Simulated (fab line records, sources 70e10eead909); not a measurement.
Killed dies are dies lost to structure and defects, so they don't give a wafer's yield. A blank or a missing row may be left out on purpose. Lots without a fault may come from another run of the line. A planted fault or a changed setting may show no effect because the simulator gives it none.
A struck lot beside a sound one | flow nand_harc | 39 steps out of a route of 1159
Sound: wafers L252.3, L252.4, L252.5. Struck: wafers L259.1, L259.3, L259.6. The cause comes at the end.
At each step with rows: each side's tool, then ch and its chambers, then its first start. Under that, the readings that differ: sound wafers | struck wafers | difference of the means | sigmas: that difference in standard deviations of wafers without a fault.
alike: readings whose means differ by less than 2 such deviations, and words and numbers that are the same on both sides. not compared: withheld readings, readings that some wafer has no value for, bounds like >300 that may hide the same value, and numbers for which the record gives no deviation and whose values overlap.
The two part at a step that has a row with sigmas, a row that says differs or no value, or rows on one side only. Numbers that don't overlap but have no deviation are shown without sigmas and don't part them. A reading that every wafer of one side lacks parts them only if that side has two wafers or more.

first, 4 steps without rows for these wafers: NHARC_A_BONDPAD_HARDBAKE_10 (time 65 s); NHARC_A_BONDPAD_DESCUM_11 (chemistry O2, time 3 s); NHARC_A_BONDPAD_ETCH_34 (etches the open film in N2/H2, target depth 60 nm, overetch 18 nm, time 65.91 s); NHARC_A_BONDPAD_ETCH_12 (etches the open film in CHF3/O2, target depth 220 nm, time 110 s).
NHARC_A_BONDPAD_CD_MEAS_13:
  sound on cd_sem-02, day 18 13:04; struck on cd_sem-03, day 19 20:34
  alike: cd_nm
then, 3 steps without rows for these wafers: NHARC_A_BONDPAD_STRIP_15 (strips in O2); NHARC_A_BONDPAD_ETCH_24 (etches the open film in CF4/N2, target depth 30 nm, time 72.99 s); NHARC_A_BONDPAD_STRIP_16 (strips in post etch residue remover, time 600 s).
NHARC_A_BONDPAD_DEGAS_25: time 60 s.
  sound on pvd_sputter-03, day 18 13:43; struck on pvd_sputter-03, day 19 21:11
  alike: heater_power_w
NHARC_A_BONDPAD_PRE_CLEAN_26: time 30 s.
  sound on pvd_sputter-03; struck on pvd_sputter-03
  alike: heater_power_w
NHARC_A_BONDPAD_PVD_17: deposits TaN, target thk 5 nm, time 8.06 s.
  sound on pvd_sputter-03; struck on pvd_sputter-03
  alike: substrate_temp_c, throttle_valve_pct
NHARC_A_BONDPAD_PVD_27: deposits Cu, target thk 30 nm, time 20.49 s.
  sound on pvd_sputter-03; struck on pvd_sputter-03
  alike: substrate_temp_c, throttle_valve_pct
NHARC_A_BONDPAD_ECD_18: material Cu, target thk 400 nm.
  sound on ecd_cu-01 ch 0,1, day 18 14:10; struck on ecd_cu-02 ch 1, day 19 21:55
then, 2 steps without rows for these wafers: NHARC_A_BONDPAD_ANNEAL_28 (time 90 s); NHARC_A_BONDPAD_CMP_19 (polishes, t overpolish 30 s, cu recess touch 16 s, target thk 169.8 nm).
NHARC_A_BONDPAD_THK_MEAS_20: measures by xrf.
  sound on film_metro-02, day 18 15:07; struck on film_metro-01, day 19 22:58
  reading     | sound             | struck            | difference | sigmas
  thk_nm (nm) | 171.4 171.4 172.6 | 169.0 169.1 168.8 | -2.8       | -2
then, 6 steps without rows for these wafers: NHARC_A_BONDPAD_SRD_21 (time 30 s, dry time 20 s); NHARC_HYBRID_BOND_ACTIVATE_00 (chemistry N2, time 60 s); NHARC_HYBRID_BOND_PRECLEAN_01 (cleans in DIW, time 300 s); NHARC_HYBRID_BOND_SRD_02 (time 30 s, dry time 20 s); NHARC_HYBRID_BOND_BOND_03; NHARC_HYBRID_BOND_ANNEAL_04 (time 7200 s).
NHARC_HYBRID_BOND_OVL_MEAS_05:
  sound on overlay-01, day 19 04:55; struck on overlay-02, day 20 06:58
  alike: overlay_x_nm, overlay_y_nm
then, 1 step without rows for these wafers: NHARC_THIN_TSV_GRIND_00.
NHARC_THIN_TSV_CMP_01: polishes.
  sound on cmp-01 ch 0,2,3, day 19 08:22; struck on cmp-01 ch 0,1, day 20 08:47
  alike: motor_current_A
NHARC_THIN_TSV_THK_MEAS_02: measures by ir.
  sound on film_metro-02, day 19 08:37; struck on film_metro-01, day 20 09:02
  alike: thk_nm
then, 12 steps without rows for these wafers: NHARC_THIN_TSV_SRD_03; NHARC_THIN_TSV_PRECLEAN_41 (cleans in SC1); NHARC_THIN_TSV_SRD_42; NHARC_THIN_TSV_DEP_43 (deposits SiO2, target thk 1328.5 nm); NHARC_THIN_TSV_DEHYDRATE_04 (time 120 s); NHARC_THIN_TSV_HMDS_05 (time 30 s); NHARC_THIN_TSV_COAT_06; NHARC_THIN_TSV_SOFTBAKE_07 (time 95 s); NHARC_THIN_TSV_EBR_08; NHARC_THIN_TSV_EXPOSE_09 (exposes mask TSV); NHARC_THIN_TSV_PEB_10 (peb time 85 s); NHARC_THIN_TSV_DEVELOP_11 (time 70 s).
NHARC_END_SORT_01:
  the record has rows for the struck wafers here (prober-02 ch 0, day 21 02:23) and none for the sound ones

WHERE THEY PART
First at NHARC_A_BONDPAD_THK_MEAS_20; last, within this record, at NHARC_END_SORT_01.

WHY: what the simulator had put in
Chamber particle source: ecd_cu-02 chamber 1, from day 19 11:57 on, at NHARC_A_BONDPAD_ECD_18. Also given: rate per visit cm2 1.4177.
